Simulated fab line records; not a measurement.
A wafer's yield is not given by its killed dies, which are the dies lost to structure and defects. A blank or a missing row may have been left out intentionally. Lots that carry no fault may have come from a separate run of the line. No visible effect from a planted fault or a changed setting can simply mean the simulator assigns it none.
fab line records	flow nandHarc
record: lots: 24	wafers: 72	lastDay: 24
route steps=1159 shown A_SGD_CUT@772 A_SLIT@797 A_CONTACT@854
lots that met no fault: taken from a fault-free run of the same line
startH: start of the lot's first displayed wafer, in hours after the record's first day	waitH: hours from the lot's prior step to this one	" identical to the entry in the row above	L1.1+2: a row that stands for several wafers	- either no value or no given start	* or withheld: withheld	< > ~ a bound
route shown NAME@n: a module of which the file shows steps, and the number in the route of the first	usual: mean/standard deviation taken from wafers without a fault	same: alike in all rows	chamber/n: place in a boat	sites: per-site readings	_std_site: their standard deviation	_edge_site: mean of outer sites minus mean of inner sites	radiusMm: how far each site lies from the wafer's centre	mask NAME#n: copy n	behind: tool/chamber where the wafer was last shaped	hold: why the lot went on hold/how many hours it stayed there/how the hold came to an end	device: the n, p or np transistor that did not switch	end of line: at the end of the route, the tests of the same wafers	where a step has no rows: the recipe by itself	killed: count of dies lost to structure and defects at first sort (not the wafer's yield)	map: the dies of a wafer, with x for killed, . for not killed, _ for no die there
set.NAME: setting as actually run; set.NAME@STEP: the setting as run at that earlier step	model.NAME: the simulator's own value behind a step, which no gauge read
route steps across a sampled set of lots; one table per step, one row per wafer
services: the hour from which a tool's chamber was out of use, counted from the record's first day as startH (under 0 if before that day), plus the number of hours and why
== steps ==
step: NHARC_A_SGD_CUT_CMP_21
recipe: targetThkNm: 148.19
usual: motorCurrentA: 12.0/0.83	timeToEndpointS: 50.0/2.4
lot.wafer	tool	chamber	startH	waitH	motorCurrentA	timeToEndpointS
L075.1	cmp-01	3	313.18	0.4	11.4	51.3
L075.2	"	1	"	"	12.6	50.5
L075.5	"	3	"	"	11.3	51.6
L076.1	cmp-04	0	325.21	0.4	11.5	51.5
L076.4	"	1	"	"	11.7	52.2
L076.6	"	1	"	"	11.3	52.1
L077.1	cmp-01	3	325.21	0.4	10.7	50.1
L077.2	"	0	"	"	12.4	49.3
L077.6	"	3	"	"	11.0	51.2
L078.2	cmp-04	1	325.36	0.5	12.1	50.2
L078.1	"	3	"	"	13.6	50.9
L078.3	"	0	"	"	11.3	50.0
L074.4	cmp-01	0	325.36	0.5	12.1	47.3
L074.1	"	1	"	"	12.4	48.7
L074.6	"	0	"	"	12.5	49.1
L079.2	cmp-01	0	339.59	0.4	12.7	50.6
L079.4	"	2	"	"	11.6	51.4
L079.6	"	3	"	"	10.9	54.7
L080.3	cmp-01	3	348.55	0.4	11.6	57.4
L080.4	"	1	"	"	12.3	52.7
L080.5	"	2	"	"	12.1	56.4
L081.2	cmp-01	0	358.92	0.4	12.6	48.4
L081.1	"	2	"	"	11.8	50.8
L081.6	"	1	"	"	12.8	48.0
L082.1	cmp-02	1	369.99	0.4	12.1	51.2
L082.5	"	1	"	"	13.2	50.1
L082.6	"	2	"	"	10.1	51.6
L083.3	cmp-01	2	370.02	0.4	11.1	54.5
L083.1	"	3	"	"	11.1	53.4
L083.5	"	1	"	"	12.6	52.3
L084.3	cmp-04	2	375.60	0.4	11.7	50.3
L084.5	"	2	"	"	11.8	49.3
L084.6	"	3	"	"	13.3	48.8
L087.4	cmp-04	1	387.41	0.4	11.0	49.6
L087.1	"	2	"	"	11.5	49.8
L087.2	"	0	"	"	12.2	51.2
L086.2	cmp-01	0	387.41	0.4	13.2	50.7
L086.1	"	2	"	"	11.6	52.3
L086.4	"	3	"	"	10.9	51.3
L085.3	cmp-02	2	395.10	0.4	10.2	47.0
L085.1	"	3	"	"	13.3	49.6
L085.5	"	0	"	"	13.3	50.0
L088.1	cmp-04	0	398.47	0.4	11.3	50.6
L088.4	"	2	"	"	11.7	51.4
L088.3	"	3	"	"	12.7	49.8
L090.4	cmp-01	1	408.55	0.4	12.4	43.8
L090.3	"	3	"	"	11.5	48.8
L090.1	"	0	"	"	12.5	46.6
L091.2	cmp-02	1	408.55	0.4	12.3	50.1
L091.1	"	3	"	"	13.9	49.0
L091.3	"	0	"	"	12.9	48.9
L089.4	cmp-04	0	408.70	0.5	11.9	47.0
L089.3	"	3	"	"	12.4	49.6
L089.5	"	1	"	"	12.0	49.0
L092.4	cmp-04	2	425.91	0.4	11.5	49.5
L092.1	"	3	"	"	13.1	51.7
L092.5	"	1	"	"	11.8	51.9
L096.4	cmp-02	3	438.84	0.4	13.9	51.9
L096.3	"	0	"	"	12.8	51.8
L096.1	"	2	"	"	10.3	49.6
L095.1	cmp-01	2	438.84	0.4	11.4	45.8
L095.3	"	3	"	"	10.9	46.5
L095.2	"	0	"	"	12.3	46.3
L093.2	cmp-04	2	438.87	0.4	12.0	48.9
L093.4	"	3	"	"	12.8	50.4
L093.6	"	2	"	"	11.9	49.0
L094.3	cmp-01	1	438.99	0.5	12.6	45.6
L094.4	"	0	"	"	12.1	46.2
L094.6	"	1	"	"	11.9	45.2
L097.4	cmp-04	1	451.98	0.5	11.7	50.6
L097.1	"	0	"	"	11.7	51.7
L097.5	"	1	"	"	11.0	48.6
step: NHARC_A_SLIT_ETCH_26
recipe: biasV: 400	sourceW: 2000	pressureMtorr: 25	timeS: 90	arFlowSccm: 375	c4f8FlowSccm: 41.7	o2FlowSccm: 83.3	targetDepthA: 4000	chemistry: C4F8/O2/Ar
usual: c4f8FlowSccm: 41.70/0.13	drypumpMotorCurrentA: 6.0/0.84	heBacksideLeakSccm: 5.5/0.4	rfFwdPowerW: 1989/7.2	showerheadPlenumPTorr: 3.72/0.081	throttleValvePct: 27.620/0.0089
lot.wafer	tool	chamber	startH	waitH	c4f8FlowSccm	drypumpMotorCurrentA	heBacksideLeakSccm	rfFwdPowerW	rfHoursCounterH	showerheadPlenumPTorr	throttleValvePct
L075.2	harEtch-02	1	327.65	1.2	41.72	6.8	6.0	1987	179	3.78	27.615
L075.1	"	0	"	"	41.88	4.8	5.3	1992	179	3.72	27.629
L075.5	"	0	"	"	41.56	4.8	5.3	1988	-	3.72	27.625
L076.1	harEtch-02	1	331.58	1.2	41.54	6.8	5.9	1987	180	3.78	27.626
L076.4	"	1	"	"	41.77	6.8	5.9	1982	-	3.78	27.624
L076.6	"	1	"	"	41.64	6.8	6.0	1993	-	3.78	27.618
L077.1	harEtch-01	0	331.71	1.2	41.57	6.4	5.2	1992	4	3.59	27.616
L077.2	"	1	"	"	41.84	6.4	4.9	1984	4	3.83	27.611
L077.6	"	0	"	"	41.62	6.4	4.8	1995	-	3.59	27.628
L078.1	harEtch-02	0	333.28	1.3	41.66	4.8	5.3	1983	182	3.72	27.619
L078.2	"	1	"	"	41.68	6.8	5.9	1986	182	3.78	27.622
L078.3	"	0	"	"	41.83	4.8	5.3	1985	-	3.72	27.607
L074.1	harEtch-01	0	333.79	1.2	41.59	6.4	5.3	1994	6	3.59	27.613
L074.4	"	0	"	"	41.72	6.4	5.3	1993	-	3.59	27.627
L074.6	"	0	"	"	41.64	6.4	5.2	1999	-	3.59	27.639
L079.2	harEtch-01	0	346.52	1.2	41.72	6.4	5.5	1994	11	3.59	27.620
L079.4	"	0	"	"	41.64	6.4	5.5	2000	-	3.59	27.604
L079.6	"	0	"	"	41.66	6.4	5.4	2005	-	3.59	27.625
L080.4	harEtch-02	1	354.96	0.8	41.52	6.8	5.7	1982	-	3.77	27.622
L080.3	"	0	"	"	41.62	4.8	5.4	1984	-	3.71	27.620
L080.5	"	1	"	"	41.72	6.8	5.9	1999	-	3.77	27.604
L081.1	harEtch-02	1	365.18	1.2	41.66	6.8	6.1	1999	193	3.77	27.628
L081.2	"	0	"	"	41.61	4.8	5.4	1985	193	3.71	27.622
L081.6	"	1	"	"	41.54	6.8	6.0	1993	-	3.77	27.601
L083.1	harEtch-02	1	376.26	1.0	41.62	6.8	5.9	1995	198	3.77	27.616
L083.3	"	1	"	"	41.52	6.8	6.0	1992	-	3.77	27.625
L083.5	"	1	"	"	41.49	6.8	5.9	1993	-	3.77	27.628
L082.1	harEtch-02	1	377.96	1.0	41.39	6.8	6.0	1993	200	3.77	27.619
L082.5	"	0	"	"	41.51	4.8	5.6	1980	-	3.71	27.616
L082.6	"	1	"	"	41.51	6.8	6.0	2001	-	3.77	27.616
L084.3	harEtch-02	0	384.08	0.8	41.74	4.8	5.4	1987	-	3.71	27.617
L084.5	"	0	"	"	41.66	4.8	5.4	1983	-	3.71	27.622
L084.6	"	1	"	"	41.75	6.8	5.7	1988	-	3.77	27.611
L087.1	harEtch-01	0	393.69	1.2	42.01	6.4	5.4	1994	32	3.58	27.627
L087.2	"	1	"	"	41.78	6.4	4.6	1979	32	3.82	27.612
L087.4	"	0	"	"	41.81	6.4	5.3	1994	-	3.58	27.621
L086.1	harEtch-02	0	394.31	1.2	41.86	4.8	5.5	1982	206	3.70	27.640
L086.2	"	1	"	"	41.65	6.8	6.0	1984	206	3.77	27.619
L086.4	"	1	"	"	41.85	6.8	6.0	1984	-	3.77	27.609
L085.1	harEtch-02	1	401.35	1.0	41.79	6.8	6.0	2000	208	3.76	27.616
L085.3	"	0	"	"	41.78	4.8	5.4	1992	-	3.70	27.620
L085.5	"	0	"	"	41.61	4.8	5.3	1988	-	3.70	27.623
L088.1	harEtch-01	0	405.32	1.0	41.73	6.4	5.8	1990	38	3.57	27.627
L088.3	"	1	"	"	41.64	6.4	4.9	1986	-	3.82	27.612
L088.4	"	0	"	"	41.72	6.4	5.4	1999	-	3.57	27.620
L091.1	harEtch-01	0	421.34	1.2	41.83	6.4	5.6	1990	47	3.57	27.618
L091.2	"	1	"	"	41.72	6.4	5.0	1988	47	3.81	27.610
L091.3	"	0	"	"	41.85	6.4	5.3	1993	-	3.57	27.595
L089.3	harEtch-02	0	422.10	0.8	41.83	4.8	5.5	1992	-	3.70	27.629
L089.4	"	1	"	"	41.76	6.8	6.1	1997	-	3.76	27.609
L089.5	"	0	"	"	41.69	4.8	5.4	1998	-	3.70	27.629
L090.1	harEtch-01	0	423.03	1.3	41.70	6.4	5.3	1978	49	3.57	27.617
L090.3	"	0	"	"	41.75	6.4	5.4	1987	-	3.57	27.613
L090.4	"	1	"	"	41.84	6.4	5.1	1998	-	3.81	27.612
L092.1	harEtch-02	1	432.88	1.2	41.65	6.8	6.1	1987	223	3.76	27.621
L092.4	"	1	"	"	41.66	6.8	6.1	1986	-	3.76	27.637
L092.5	"	1	"	"	41.68	6.8	6.1	1985	-	3.76	27.611
L093.2	harEtch-01	1	445.16	1.0	41.66	6.4	4.7	2005	54	3.81	27.616
L093.4	"	1	"	"	41.64	6.3	4.7	2002	-	3.81	27.626
L093.6	"	1	"	"	41.52	6.4	4.7	1998	-	3.81	27.621
L096.1	harEtch-02	0	445.73	1.2	41.72	4.8	5.6	1996	228	3.69	27.615
L096.4	"	0	"	"	41.87	4.8	5.7	1997	-	3.69	27.611
L096.3	"	1	"	"	41.79	6.8	6.0	1997	-	3.75	27.632
L095.2	harEtch-01	1	446.81	1.2	41.73	6.4	5.1	1997	56	3.80	27.617
L095.1	"	0	"	"	41.85	6.4	5.8	1993	56	3.56	27.632
L095.3	"	1	"	"	41.71	6.4	5.1	1986	-	3.81	27.640
L094.3	harEtch-02	0	447.45	0.8	41.86	4.8	5.5	1989	-	3.69	27.623
L094.4	"	1	"	"	41.61	6.9	6.1	1982	-	3.75	27.627
L094.6	"	0	"	"	41.73	4.8	5.6	1986	-	3.69	27.626
L097.1	harEtch-02	0	460.08	1.2	41.76	4.8	5.6	1971	239	3.69	27.624
L097.4	"	1	"	"	41.69	6.8	6.3	1986	-	3.75	27.622
L097.5	"	1	"	"	41.74	6.8	6.1	1991	-	3.75	27.624
step: NHARC_A_CONTACT_CD_MEAS_42
recipe: targetCdNm: 200	landingEnergyEv: 500
usual: cdNm: 200.1/0.42
lot.wafer	tool	chamber	startH	waitH	cdNm
L075.1	cdSem-02	0	371.06	-	200.6
L075.2	"	0	"	"	200.6
L075.5	"	0	"	"	200.1
L076.1	cdSem-03	0	373.40	-	200.6
L076.4	"	0	"	"	199.8
L076.6	"	0	"	"	199.9
L077.1	cdSem-03	0	376.10	-	199.8
L077.2	"	0	"	"	200.0
L077.6	"	0	"	"	200.2
L074.1	cdSem-01	0	382.14	-	200.1
L074.4	"	0	"	"	200.4
L074.6	"	0	"	"	200.0
L078.1	cdSem-01	0	383.34	-	200.6
L078.2	"	0	"	"	200.2
L078.3	"	0	"	"	200.7
L079.2	cdSem-01	0	389.94	-	200.7
L079.4	"	0	"	"	200.5
L079.6	"	0	"	"	199.9
L080.3	cdSem-02	0	400.79	-	200.0
L080.4	"	0	"	"	200.5
L080.5	"	0	"	"	200.0
L081.1	cdSem-03	0	406.45	-	200.4
L081.2	"	0	"	"	199.9
L081.6	"	0	"	"	199.2
L082.1	cdSem-03	0	420.82	-	199.5
L082.5	"	0	"	"	199.6
L082.6	"	0	"	"	199.7
L083.1	cdSem-03	0	422.03	-	199.5
L083.3	"	0	"	"	199.9
L083.5	"	0	"	"	200.2
L084.3	cdSem-01	0	424.47	-	199.9
L084.5	"	0	"	"	199.9
L084.6	"	0	"	"	200.0
L086.1	cdSem-01	0	432.26	-	199.9
L086.2	"	0	"	"	199.8
L086.4	"	0	"	"	199.8
L087.1	cdSem-03	0	432.75	-	199.7
L087.2	"	0	"	"	199.8
L087.4	"	0	"	"	200.1
L085.1	cdSem-03	0	446.00	-	200.8
L085.3	"	0	"	"	200.7
L085.5	"	0	"	"	200.8
L088.1	cdSem-01	0	448.88	-	200.1
L088.3	"	0	"	"	199.4
L088.4	"	0	"	"	199.3
L091.1	cdSem-02	0	459.81	-	200.5
L091.2	"	0	"	"	200.5
L091.3	"	0	"	"	200.0
L089.3	cdSem-02	0	460.06	-	200.7
L089.4	"	0	"	"	200.6
L089.5	"	0	"	"	200.3
L090.1	cdSem-01	0	464.82	-	200.4
L090.3	"	0	"	"	200.0
L090.4	"	0	"	"	200.5
L092.1	cdSem-03	0	476.56	-	199.6
L092.4	"	0	"	"	200.0
L092.5	"	0	"	"	199.9
L096.1	cdSem-01	0	485.66	-	199.6
L096.3	"	0	"	"	200.2
L096.4	"	0	"	"	200.3
L094.3	cdSem-03	0	492.68	-	200.1
L094.4	"	0	"	"	200.2
L094.6	"	0	"	"	199.9
L095.1	cdSem-02	0	494.28	-	200.0
L095.2	"	0	"	"	200.4
L095.3	"	0	"	"	200.0
L093.2	cdSem-02	0	497.73	-	200.1
L093.4	"	0	"	"	200.6
L093.6	"	0	"	"	200.2
L097.1	cdSem-03	0	505.86	-	199.6
L097.4	"	0	"	"	200.0
L097.5	"	0	"	"	199.4
step: NHARC_A_CONTACT_ETCH_125
recipe: sourceW: withheld	pressureMtorr: 20	biasV: 1200	timeS: 155	targetDepthA: 9560	arFlowSccm: withheld	c4f8FlowSccm: withheld	o2FlowSccm: withheld	chemistry: C4F8/O2/Ar
lot.wafer	tool	chamber	startH	waitH	rfHoursCounterH
L075.2	harCapEtch-02	1	380.93	0.2	9
L075.1	"	0	"	"	9
L075.5	"	0	"	"	-
L076.1	harCapEtch-03	0	385.52	0.2	82
L076.4	"	1	"	"	-
L076.6	"	1	"	"	-
L077.2	harCapEtch-01	1	387.28	0.2	60
L077.1	"	0	"	"	60
L077.6	"	0	"	"	-
L074.1	harCapEtch-01	0	391.08	0.2	61
L074.4	"	0	"	"	-
L074.6	"	1	"	"	-
L078.1	harCapEtch-02	0	394.12	0.2	13
L078.2	"	1	"	"	13
L078.3	"	1	"	"	-
L079.2	harCapEtch-03	1	399.06	0.2	86
L079.4	"	1	"	"	-
L079.6	"	1	"	"	-
L080.3	harCapEtch-03	1	409.87	0.1	-
L080.4	"	0	"	"	-
L080.5	"	1	"	"	-
L081.2	harCapEtch-01	1	419.81	0.2	65
L081.1	"	0	"	"	65
L081.6	"	1	"	"	-
L082.1	harCapEtch-01	0	429.91	0.2	67
L082.5	"	0	"	"	-
L082.6	"	1	"	"	-
L083.1	harCapEtch-03	0	431.45	0.2	92
L083.3	"	0	"	"	-
L083.5	"	1	"	"	-
L084.3	harCapEtch-02	0	433.48	0.1	-
L084.6	"	0	"	"	-
L084.5	"	1	"	"	-
L086.2	harCapEtch-02	0	440.53	0.2	20
L086.1	"	1	"	"	20
L086.4	"	1	"	"	-
L087.1	harCapEtch-01	0	441.38	0.2	70
L087.2	"	1	"	"	70
L087.4	"	1	"	"	-
L085.1	harCapEtch-02	1	455.01	0.2	22
L085.3	"	0	"	"	-
L085.5	"	1	"	"	-
L088.1	harCapEtch-03	1	459.16	0.2	97
L088.4	"	0	"	"	-
L088.3	"	1	"	"	-
L091.2	harCapEtch-03	0	468.30	0.2	99
L091.1	"	1	"	"	99
L091.3	"	1	"	"	-
L089.4	harCapEtch-01	1	468.72	0.1	-
L089.3	"	0	"	"	-
L089.5	"	0	"	"	-
L090.1	harCapEtch-02	1	473.96	0.2	26
L090.4	"	1	"	"	-
L090.3	"	0	"	"	-
L092.1	harCapEtch-01	1	484.87	0.2	77
L092.4	"	0	"	"	-
L092.5	"	0	"	"	-
L096.1	harCapEtch-02	0	495.60	0.2	29
L096.4	"	1	"	"	-
L096.3	"	0	"	"	-
L094.4	harCapEtch-02	1	501.46	0.1	-
L094.3	"	0	"	"	-
L094.6	"	1	"	"	-
L095.1	harCapEtch-01	1	504.87	0.2	81
L095.2	"	0	"	"	81
L095.3	"	1	"	"	-
L093.2	harCapEtch-03	0	506.43	0.2	104
L093.4	"	0	"	"	-
L093.6	"	1	"	"	-
L097.1	harCapEtch-01	0	514.75	0.2	84
L097.4	"	0	"	"	-
L097.5	"	1	"	"	-
step: NHARC_A_CONTACT_ETCH_130
recipe: sourceW: withheld	pressureMtorr: 20	biasV: 1200	timeS: 155	targetDepthA: 9560	arFlowSccm: withheld	c4f8FlowSccm: withheld	o2FlowSccm: withheld	chemistry: C4F8/O2/Ar
lot.wafer	tool	chamber	startH	waitH	rfHoursCounterH
L075.2	harCapEtch-02	1	381.64	0.1	10
L075.1	"	0	"	"	10
L075.5	"	0	"	"	-
L076.1	harCapEtch-03	0	386.23	0.1	83
L076.4	"	1	"	"	-
L076.6	"	1	"	"	-
L077.2	harCapEtch-01	1	387.99	0.1	60
L077.1	"	0	"	"	60
L077.6	"	0	"	"	-
L074.1	harCapEtch-01	0	392.03	0.2	62
L074.4	"	0	"	"	-
L074.6	"	1	"	"	-
L078.1	harCapEtch-02	0	395.06	0.2	13
L078.2	"	1	"	"	13
L078.3	"	1	"	"	-
L079.2	harCapEtch-03	1	399.77	0.1	87
L079.4	"	1	"	"	-
L079.6	"	1	"	"	-
L080.3	harCapEtch-03	1	410.58	0.1	-
L080.4	"	0	"	"	-
L080.5	"	1	"	"	-
L081.2	harCapEtch-01	1	420.52	0.1	65
L081.1	"	0	"	"	65
L081.6	"	1	"	"	-
L082.1	harCapEtch-01	0	430.62	0.1	68
L082.5	"	0	"	"	-
L082.6	"	1	"	"	-
L083.1	harCapEtch-03	0	432.16	0.1	93
L083.3	"	0	"	"	-
L083.5	"	1	"	"	-
L084.3	harCapEtch-02	0	434.20	0.1	-
L084.6	"	0	"	"	-
L084.5	"	1	"	"	-
L086.2	harCapEtch-02	0	441.24	0.1	20
L086.1	"	1	"	"	20
L086.4	"	1	"	"	-
L087.1	harCapEtch-01	0	442.08	0.1	71
L087.2	"	1	"	"	71
L087.4	"	1	"	"	-
L085.1	harCapEtch-02	1	455.96	0.2	22
L085.3	"	0	"	"	-
L085.5	"	1	"	"	-
L088.1	harCapEtch-03	1	459.87	0.1	98
L088.4	"	0	"	"	-
L088.3	"	1	"	"	-
L091.2	harCapEtch-03	0	469.01	0.1	100
L091.1	"	1	"	"	100
L091.3	"	1	"	"	-
L089.4	harCapEtch-01	1	469.43	0.1	-
L089.3	"	0	"	"	-
L089.5	"	0	"	"	-
L090.1	harCapEtch-02	1	474.67	0.1	26
L090.4	"	1	"	"	-
L090.3	"	0	"	"	-
L092.1	harCapEtch-01	1	485.58	0.1	78
L092.4	"	0	"	"	-
L092.5	"	0	"	"	-
L096.1	harCapEtch-02	0	496.30	0.1	30
L096.4	"	1	"	"	-
L096.3	"	0	"	"	-
L094.4	harCapEtch-02	1	502.17	0.1	-
L094.3	"	0	"	"	-
L094.6	"	1	"	"	-
L095.1	harCapEtch-01	1	505.57	0.1	81
L095.2	"	0	"	"	81
L095.3	"	1	"	"	-
L093.2	harCapEtch-03	0	507.38	0.2	105
L093.4	"	0	"	"	-
L093.6	"	1	"	"	-
L097.1	harCapEtch-01	0	515.69	0.2	85
L097.4	"	0	"	"	-
L097.5	"	1	"	"	-
step: NHARC_A_CONTACT_ETCH_131
recipe: sourceW: withheld	pressureMtorr: 20	biasV: 1200	timeS: 155	targetDepthA: 9560	arFlowSccm: withheld	c4f8FlowSccm: withheld	o2FlowSccm: withheld	chemistry: C4F8/O2/Ar
lot.wafer	tool	chamber	startH	waitH	rfHoursCounterH
L075.2	harCapEtch-02	1	381.78	0.1	10
L075.1	"	0	"	"	10
L075.5	"	0	"	"	-
L076.1	harCapEtch-03	0	386.37	0.1	83
L076.4	"	1	"	"	-
L076.6	"	1	"	"	-
L077.2	harCapEtch-01	1	388.13	0.1	61
L077.1	"	0	"	"	61
L077.6	"	0	"	"	-
L074.1	harCapEtch-01	0	392.22	0.2	62
L074.4	"	0	"	"	-
L074.6	"	1	"	"	-
L078.1	harCapEtch-02	0	395.25	0.2	13
L078.2	"	1	"	"	13
L078.3	"	1	"	"	-
L079.2	harCapEtch-03	1	399.92	0.1	87
L079.4	"	1	"	"	-
L079.6	"	1	"	"	-
L080.3	harCapEtch-03	1	410.72	0.1	-
L080.4	"	0	"	"	-
L080.5	"	1	"	"	-
L081.2	harCapEtch-01	1	420.66	0.1	65
L081.1	"	0	"	"	65
L081.6	"	1	"	"	-
L082.1	harCapEtch-01	0	430.76	0.1	68
L082.5	"	0	"	"	-
L082.6	"	1	"	"	-
L083.1	harCapEtch-03	0	432.30	0.1	93
L083.3	"	0	"	"	-
L083.5	"	1	"	"	-
L084.3	harCapEtch-02	0	434.34	0.1	-
L084.6	"	0	"	"	-
L084.5	"	1	"	"	-
L086.2	harCapEtch-02	0	441.38	0.1	21
L086.1	"	1	"	"	21
L086.4	"	1	"	"	-
L087.1	harCapEtch-01	0	442.22	0.1	71
L087.2	"	1	"	"	71
L087.4	"	1	"	"	-
L085.1	harCapEtch-02	1	456.14	0.2	23
L085.3	"	0	"	"	-
L085.5	"	1	"	"	-
L088.1	harCapEtch-03	1	460.01	0.1	98
L088.4	"	0	"	"	-
L088.3	"	1	"	"	-
L091.2	harCapEtch-03	0	469.15	0.1	100
L091.1	"	1	"	"	100
L091.3	"	1	"	"	-
L089.4	harCapEtch-01	1	469.57	0.1	-
L089.3	"	0	"	"	-
L089.5	"	0	"	"	-
L090.1	harCapEtch-02	1	474.81	0.1	26
L090.4	"	1	"	"	-
L090.3	"	0	"	"	-
L092.1	harCapEtch-01	1	485.72	0.1	78
L092.4	"	0	"	"	-
L092.5	"	0	"	"	-
L096.1	harCapEtch-02	0	496.44	0.1	30
L096.4	"	1	"	"	-
L096.3	"	0	"	"	-
L094.4	harCapEtch-02	1	502.31	0.1	-
L094.3	"	0	"	"	-
L094.6	"	1	"	"	-
L095.1	harCapEtch-01	1	505.71	0.1	81
L095.2	"	0	"	"	81
L095.3	"	1	"	"	-
L093.2	harCapEtch-03	0	507.56	0.2	105
L093.4	"	0	"	"	-
L093.6	"	1	"	"	-
L097.1	harCapEtch-01	0	515.88	0.2	85
L097.4	"	0	"	"	-
L097.5	"	1	"	"	-
== services ==
tool	chamber	startH	hours	kind
harEtch-01	-	292.73	5.1	repair
cmp-04	-	301.17	4.0	pm
cmp-02	-	304.31	2.1	repair
harCapEtch-02	-	305.00	17.0	pm
harCapEtch-02	0	305.00	17.0	ventCycle
harCapEtch-02	1	305.00	17.0	ventCycle
harEtch-01	-	308.03	17.0	pm
cmp-02	-	319.22	0.6	repair
cmp-04	-	319.71	0.3	repair
harCapEtch-02	0	322.00	-	clean
harCapEtch-02	1	322.00	-	clean
cmp-02	-	324.50	4.0	pm
cmp-02	-	342.41	23.9	repair
cmp-01	-	375.61	4.0	pm
cmp-02	-	398.50	2.2	repair
cmp-04	-	399.17	4.0	pm
cmp-01	-	403.67	3.1	repair
harCapEtch-03	-	408.22	0.1	repair
cmp-02	-	422.50	4.0	pm
cmp-04	-	434.68	1.0	repair
cmp-01	-	473.61	4.0	pm
cmp-04	-	481.90	1.3	repair
cmp-04	-	497.19	4.0	pm
cmp-02	-	505.33	4.3	repair
== key ==
fault none
